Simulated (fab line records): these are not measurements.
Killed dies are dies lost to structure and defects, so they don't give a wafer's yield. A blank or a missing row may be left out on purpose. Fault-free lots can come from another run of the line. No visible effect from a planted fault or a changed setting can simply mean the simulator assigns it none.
Which tool did it? :: flow n5Finfet :: 39 wafers from 13 lots sampled at 4 of the route's 1938 steps

## WHAT EACH GAUGE READ, for each wafer
No reading from a measuring or inspecting step in the record can be judged against a usual standard deviation.

## EACH LOT AND THE TOOL THAT RAN IT (in order: tool; ch and the chambers of the sampled wafers; start)
lot: L313
N5_GATE_CUT_VAPOR_ETCH_51: rieMetal-03 ch 0,1, day 4 21:57
N5_PASSIVATION_PASS_ETCH_74: rieDiel-02 ch 0,1,3, day 13 18:06
N5_PASSIVATION_PRE_CLEAN_19: pvdSputter-03, day 13 19:08
N5_PASSIVATION_PROBE_49: -

lot: L315
N5_GATE_CUT_VAPOR_ETCH_51: rieMetal-01 ch 0, day 5 07:06
N5_PASSIVATION_PASS_ETCH_74: rieDiel-01 ch 0,1,3, day 14 12:04
N5_PASSIVATION_PRE_CLEAN_19: pvdSputter-01, day 14 13:37
N5_PASSIVATION_PROBE_49: -

lot: L316
N5_GATE_CUT_VAPOR_ETCH_51: rieMetal-02 ch 0,1, day 5 13:14
N5_PASSIVATION_PASS_ETCH_74: rieDiel-04 ch 0,3, day 14 13:46
N5_PASSIVATION_PRE_CLEAN_19: pvdSputter-03, day 14 15:11
N5_PASSIVATION_PROBE_49: -

lot: L317
N5_GATE_CUT_VAPOR_ETCH_51: rieMetal-02 ch 0,1, day 5 20:01
N5_PASSIVATION_PASS_ETCH_74: rieDiel-01 ch 0,1,3, day 14 15:46
N5_PASSIVATION_PRE_CLEAN_19: pvdSputter-02, day 14 16:34
N5_PASSIVATION_PROBE_49: prober-02, day 14 22:47

lot: L318
N5_GATE_CUT_VAPOR_ETCH_51: rieMetal-01 ch 0,1, day 6 03:52
N5_PASSIVATION_PASS_ETCH_74: rieDiel-04 ch 0,1,2, day 15 04:12
N5_PASSIVATION_PRE_CLEAN_19: pvdSputter-01, day 15 05:08
N5_PASSIVATION_PROBE_49: -

lot: L319
N5_GATE_CUT_VAPOR_ETCH_51: rieMetal-02 ch 0,1, day 6 09:01
N5_PASSIVATION_PASS_ETCH_74: rieDiel-01 ch 0,1,2, day 14 22:02
N5_PASSIVATION_PRE_CLEAN_19: pvdSputter-03, day 14 22:43
N5_PASSIVATION_PROBE_49: -

lot: L321
N5_GATE_CUT_VAPOR_ETCH_51: rieMetal-02 ch 0,1, day 6 21:16
N5_PASSIVATION_PASS_ETCH_74: rieDiel-01 ch 0,1, day 15 20:36
N5_PASSIVATION_PRE_CLEAN_19: pvdSputter-02, day 15 21:55
N5_PASSIVATION_PROBE_49: prober-01, day 16 03:49

lot: L322
N5_GATE_CUT_VAPOR_ETCH_51: rieMetal-02 ch 0,1, day 7 01:10
N5_PASSIVATION_PASS_ETCH_74: rieDiel-04 ch 0,1,2, day 16 02:43
N5_PASSIVATION_PRE_CLEAN_19: pvdSputter-03, day 16 03:26
N5_PASSIVATION_PROBE_49: -

lot: L323
N5_GATE_CUT_VAPOR_ETCH_51: rieMetal-03 ch 0,1, day 7 04:55
N5_PASSIVATION_PASS_ETCH_74: rieDiel-01 ch 0,1,2, day 16 18:29
N5_PASSIVATION_PRE_CLEAN_19: pvdSputter-01, day 16 19:39
N5_PASSIVATION_PROBE_49: -

lot: L329
N5_GATE_CUT_VAPOR_ETCH_51: rieMetal-02 ch 0,1, day 8 19:37
N5_PASSIVATION_PASS_ETCH_74: rieDiel-02 ch 0,1, day 19 21:01
N5_PASSIVATION_PRE_CLEAN_19: pvdSputter-01, day 19 22:26
N5_PASSIVATION_PROBE_49: prober-02, day 20 04:26

lot: L330
N5_GATE_CUT_VAPOR_ETCH_51: rieMetal-03 ch 0,1, day 9 01:22
N5_PASSIVATION_PASS_ETCH_74: rieDiel-01 ch 0,2, day 19 23:11
N5_PASSIVATION_PRE_CLEAN_19: pvdSputter-03, day 20 00:05
N5_PASSIVATION_PROBE_49: -

lot: L331
N5_GATE_CUT_VAPOR_ETCH_51: rieMetal-02 ch 0,1, day 9 08:35
N5_PASSIVATION_PASS_ETCH_74: rieDiel-01 ch 0,2, day 19 22:06
N5_PASSIVATION_PRE_CLEAN_19: pvdSputter-01, day 19 23:08
N5_PASSIVATION_PROBE_49: prober-01, day 20 05:02

lot: L334
N5_GATE_CUT_VAPOR_ETCH_51: rieMetal-01 ch 0,1, day 10 02:49
N5_PASSIVATION_PASS_ETCH_74: rieDiel-04 ch 0,2,3, day 20 15:55
N5_PASSIVATION_PRE_CLEAN_19: pvdSputter-03, day 20 16:50
N5_PASSIVATION_PROBE_49: -
- N5_GATE_CUT_VAPOR_ETCH_51: etches HfO2 in BCl3/Cl2.
- N5_PASSIVATION_PASS_ETCH_74: etches SiNx in CF4/O2, target depth 220 nm, time 110 s.
- N5_PASSIVATION_PRE_CLEAN_19
- N5_PASSIVATION_PROBE_49

## AS READ BY THE TOOLS THEMSELVES (means over the sampled wafers that have a number; for cases with no such wafer, the mark the record gives instead)
N5_GATE_CUT_VAPOR_ETCH_51. Usual: drypumpMotorCurrentA 5.4 A, standard deviation 0.46; oesProductAu 0.76 a.u., standard deviation 0.11.
lot: L313
tool: rieMetal-03
drypumpMotorCurrentA (A): 5.8
oesProductAu (a.u.): 0.70
flag: 

lot: L315
tool: rieMetal-01
drypumpMotorCurrentA (A): 5.0
oesProductAu (a.u.): 0.89
flag: 

lot: L316
tool: rieMetal-02
drypumpMotorCurrentA (A): 5.3
oesProductAu (a.u.): 0.74
flag: 

lot: L317
tool: rieMetal-02
drypumpMotorCurrentA (A): 5.7
oesProductAu (a.u.): 0.80
flag: 

lot: L318
tool: rieMetal-01
drypumpMotorCurrentA (A): 5.0
oesProductAu (a.u.): 0.70
flag: 

lot: L319
tool: rieMetal-02
drypumpMotorCurrentA (A): 5.3
oesProductAu (a.u.): 0.74
flag: 

lot: L321
tool: rieMetal-02
drypumpMotorCurrentA (A): 5.7
oesProductAu (a.u.): 0.80
flag: 

lot: L322
tool: rieMetal-02
drypumpMotorCurrentA (A): 5.4
oesProductAu (a.u.): 0.72
flag: 

lot: L323
tool: rieMetal-03
drypumpMotorCurrentA (A): 5.6
oesProductAu (a.u.): 0.75
flag: 

lot: L329
tool: rieMetal-02
drypumpMotorCurrentA (A): 5.4
oesProductAu (a.u.): 0.72
flag: 

lot: L330
tool: rieMetal-03
drypumpMotorCurrentA (A): 5.6
oesProductAu (a.u.): 0.74
flag: 

lot: L331
tool: rieMetal-02
drypumpMotorCurrentA (A): 5.7
oesProductAu (a.u.): 0.78
flag: 

lot: L334
tool: rieMetal-01
drypumpMotorCurrentA (A): 5.0
oesProductAu (a.u.): 0.88
flag: 

N5_PASSIVATION_PASS_ETCH_74. Usual: drypumpMotorCurrentA 5.4 A, standard deviation 0.46; oesProductAu 0.78 a.u., standard deviation 0.091; rfFwdPowerW 532.6 W, standard deviation 1.6; rfVppV 241.3 V, standard deviation 2.6; showerheadPlenumPTorr 2.25 Torr, standard deviation 0.047; throttleValvePct 15.99 %, standard deviation 0.17.
lot: L313
tool: rieDiel-02
drypumpMotorCurrentA (A): 5.2
oesProductAu (a.u.): 0.72
rfFwdPowerW (W): 533.4
rfVppV (V): 241.3
showerheadPlenumPTorr (Torr): 2.28
throttleValvePct (%): 15.95
flag: 

lot: L315
tool: rieDiel-01
drypumpMotorCurrentA (A): 5.3
oesProductAu (a.u.): 0.78
rfFwdPowerW (W): 532.5
rfVppV (V): 242.4
showerheadPlenumPTorr (Torr): 2.27
throttleValvePct (%): 15.93
flag: 

lot: L316
tool: rieDiel-04
drypumpMotorCurrentA (A): 5.8
oesProductAu (a.u.): 0.79
rfFwdPowerW (W): 532.4
rfVppV (V): 241.2
showerheadPlenumPTorr (Torr): 2.21
throttleValvePct (%): 15.93
flag: 

lot: L317
tool: rieDiel-01
drypumpMotorCurrentA (A): 5.3
oesProductAu (a.u.): 0.78
rfFwdPowerW (W): 533.1
rfVppV (V): 242.3
showerheadPlenumPTorr (Torr): 2.27
throttleValvePct (%): 15.92
flag: 

lot: L318
tool: rieDiel-04
drypumpMotorCurrentA (A): 5.9
oesProductAu (a.u.): 0.82
rfFwdPowerW (W): 533.6
rfVppV (V): 244.7
showerheadPlenumPTorr (Torr): 2.25
throttleValvePct (%): 15.94
flag: 

lot: L319
tool: rieDiel-01
drypumpMotorCurrentA (A): 5.4
oesProductAu (a.u.): 0.79
rfFwdPowerW (W): 533.3
rfVppV (V): 240.7
showerheadPlenumPTorr (Torr): 2.24
throttleValvePct (%): 16.02
flag: 

lot: L321
tool: rieDiel-01
drypumpMotorCurrentA (A): 5.6
oesProductAu (a.u.): 0.78
rfFwdPowerW (W): 531.6
rfVppV (V): 243.0
showerheadPlenumPTorr (Torr): 2.27
throttleValvePct (%): 15.93
flag: 

lot: L322
tool: rieDiel-04
drypumpMotorCurrentA (A): 5.9
oesProductAu (a.u.): 0.81
rfFwdPowerW (W): 531.2
rfVppV (V): 243.5
showerheadPlenumPTorr (Torr): 2.25
throttleValvePct (%): 15.96
flag: 

lot: L323
tool: rieDiel-01
drypumpMotorCurrentA (A): 5.3
oesProductAu (a.u.): 0.77
rfFwdPowerW (W): 532.8
rfVppV (V): 240.0
showerheadPlenumPTorr (Torr): 2.24
throttleValvePct (%): 16.04
flag: 

lot: L329
tool: rieDiel-02
drypumpMotorCurrentA (A): 5.1
oesProductAu (a.u.): 0.76
rfFwdPowerW (W): 533.6
rfVppV (V): 240.4
showerheadPlenumPTorr (Torr): 2.26
throttleValvePct (%): 15.89
flag: 

lot: L330
tool: rieDiel-01
drypumpMotorCurrentA (A): 5.2
oesProductAu (a.u.): 0.70
rfFwdPowerW (W): 532.5
rfVppV (V): 238.7
showerheadPlenumPTorr (Torr): 2.21
throttleValvePct (%): 16.18
flag: 

lot: L331
tool: rieDiel-01
drypumpMotorCurrentA (A): 5.2
oesProductAu (a.u.): 0.70
rfFwdPowerW (W): 531.6
rfVppV (V): 239.1
showerheadPlenumPTorr (Torr): 2.21
throttleValvePct (%): 16.19
flag: 

lot: L334
tool: rieDiel-04
drypumpMotorCurrentA (A): 5.8
oesProductAu (a.u.): 0.80
rfFwdPowerW (W): 533.9
rfVppV (V): 242.0
showerheadPlenumPTorr (Torr): 2.19
throttleValvePct (%): 15.95
flag: 

N5_PASSIVATION_PRE_CLEAN_19. Usual: heaterPowerW 440 W, standard deviation 59.
lot: L313
tool: pvdSputter-03
heaterPowerW (W): 460
flag: 

lot: L315
tool: pvdSputter-01
heaterPowerW (W): 418
flag: 

lot: L316
tool: pvdSputter-03
heaterPowerW (W): 523
flag: 

lot: L317
tool: pvdSputter-02
heaterPowerW (W): 444
flag: 

lot: L318
tool: pvdSputter-01
heaterPowerW (W): 453
flag: 

lot: L319
tool: pvdSputter-03
heaterPowerW (W): 510
flag: 

lot: L321
tool: pvdSputter-02
heaterPowerW (W): 443
flag: 

lot: L322
tool: pvdSputter-03
heaterPowerW (W): 433
flag: 

lot: L323
tool: pvdSputter-01
heaterPowerW (W): 430
flag: 

lot: L329
tool: pvdSputter-01
heaterPowerW (W): 422
flag: 

lot: L330
tool: pvdSputter-03
heaterPowerW (W): 507
flag: 

lot: L331
tool: pvdSputter-01
heaterPowerW (W): 435
flag: 

lot: L334
tool: pvdSputter-03
heaterPowerW (W): 466
flag: 

N5_PASSIVATION_PROBE_49. Usual: killed_at_M0_to_M3 36, standard deviation 11; killed_at_M4_up 13, standard deviation 5.1; killedAtContacts 14, standard deviation 4.9; killedAtFrontEnd 41, standard deviation 10; killedAtOther 3.4, standard deviation 2.6; killedDies 107, standard deviation 16; killedOpen 70, standard deviation 11; killedShort 36, standard deviation 7.8.
lot: L317
tool: prober-02
killed_at_M0_to_M3: 39
killed_at_M4_up: 12
killedAtContacts: 17
killedAtFrontEnd: 32
killedAtOther: 1.0
killedDies: 101
killedOpen: 72
killedShort: 29
flag: 

lot: L321
tool: prober-01
killed_at_M0_to_M3: 24
killed_at_M4_up: 13
killedAtContacts: 13
killedAtFrontEnd: 47
killedAtOther: 2.7
killedDies: 100
killedOpen: 63
killedShort: 36
flag: 

lot: L329
tool: prober-02
killed_at_M0_to_M3: 37
killed_at_M4_up: 9
killedAtContacts: 11
killedAtFrontEnd: 131
killedAtOther: 1.7
killedDies: 190
killedOpen: 63
killedShort: 30
flag: OFF

lot: L331
tool: prober-01
killed_at_M0_to_M3: 40
killed_at_M4_up: 16
killedAtContacts: 10
killedAtFrontEnd: 84
killedAtOther: 2.3
killedDies: 152
killedOpen: 66
killedShort: 35
flag: OFF

## THE ANSWER, worked out from the rows above alone
Rule: lot off if the mean of its wafers having a number is beyond 3 standard deviations from the usual mean. A lot without any number at a reading at which 4 lots or more have one is off too. All remaining lots with rows at the step are treated as sound. The gauges are gone through in route order, then the tools' own readings, and for those a lot's mean is taken as printed above. At the first step where some lot is off, the reading lying furthest off is the one used; lots without a number count as furthest.
Off: L329, L331 (N5_PASSIVATION_PROBE_49, killedAtFrontEnd). Neither off nor sound, because the step has no rows for them: L313, L315, L316, L318, L319, L322, L323, L330, L334.
If a tool, at that step or one of the process steps before it, ran each lot that is off and ran no sound lot following the first of them, it fits. Undecided on this evidence; 2 tools fit (rieMetal-02 at N5_GATE_CUT_VAPOR_ETCH_51, pvdSputter-01 at N5_PASSIVATION_PRE_CLEAN_19).

## WHAT THE SIMULATOR HAD INSERTED
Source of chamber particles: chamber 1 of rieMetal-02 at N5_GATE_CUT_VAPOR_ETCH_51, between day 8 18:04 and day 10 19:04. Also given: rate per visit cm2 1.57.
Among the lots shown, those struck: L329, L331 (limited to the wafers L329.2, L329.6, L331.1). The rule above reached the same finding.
